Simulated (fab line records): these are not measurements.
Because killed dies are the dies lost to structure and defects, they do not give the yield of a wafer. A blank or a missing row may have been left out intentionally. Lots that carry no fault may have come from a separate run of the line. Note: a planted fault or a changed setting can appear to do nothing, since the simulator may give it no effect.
Matching of chambers ; flow nand-harc ; rie-diel-12 running NHARC_A_CHANNEL_HOLE_D2_DESCUM_15: 4 sister chambers
The step chemistry O2, time 3 s. 7 wafers are shown with their chamber, then 7 later ones without.

## WAFERS, EACH WITH ITS CHAMBER
wafer;chamber;drypump-motor-current-A (A);rf-vpp-V (V)
L077.5;0;5.9;57.5
L079.2;1;5.8;58.1
L079.5;0;5.9;57.7
L080.5;3;6.5;58.6
L080.6;2;5.9;57.4
L086.1;3;6.4;58.7
L086.2;2;5.9;56.0

## WAFERS MISSING THEIR CHAMBER
wafer;drypump-motor-current-A (A);rf-vpp-V (V)
L086.5;5.9;58.5
L089.2;5.8;57.6
L089.4;5.9;58.6
L089.6;6.5;57.2
L094.1;5.8;57.3
L094.2;6.5;59.6
L094.5;5.8;57.5

## THE CHAMBER EACH PASSED THROUGH
wafer;from the rows above;in truth
L086.5;can't be placed: 0 or 1 or 2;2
L089.2;can't be placed: 1 or 0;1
L089.4;can't be placed: 0 or 1 or 2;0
L089.6;3;3
L094.1;can't be placed: 1 or 0 or 2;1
L094.2;3;3
L094.5;can't be placed: 1 or 0 or 2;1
2 of 7 placed correctly. Not placeable from these rows: 5 (in 5, the candidates include the true chamber). Placed wrongly: 0.
How it was worked out, from the rows above alone: a wafer's distance from a chamber is the root of the sum, over the readings, of the square of ((its reading less the chamber's mean) divided by the reading's scatter). The wafer belongs to the nearest chamber; if the next one is less than 2 further off, it can't be placed. For every chamber, the mean is computed from those of its wafers that are shown. The scatter is the square root of a quotient: the sum, over the shown wafers, of each reading's squared deviation from its chamber's mean, divided by wafers minus chambers.
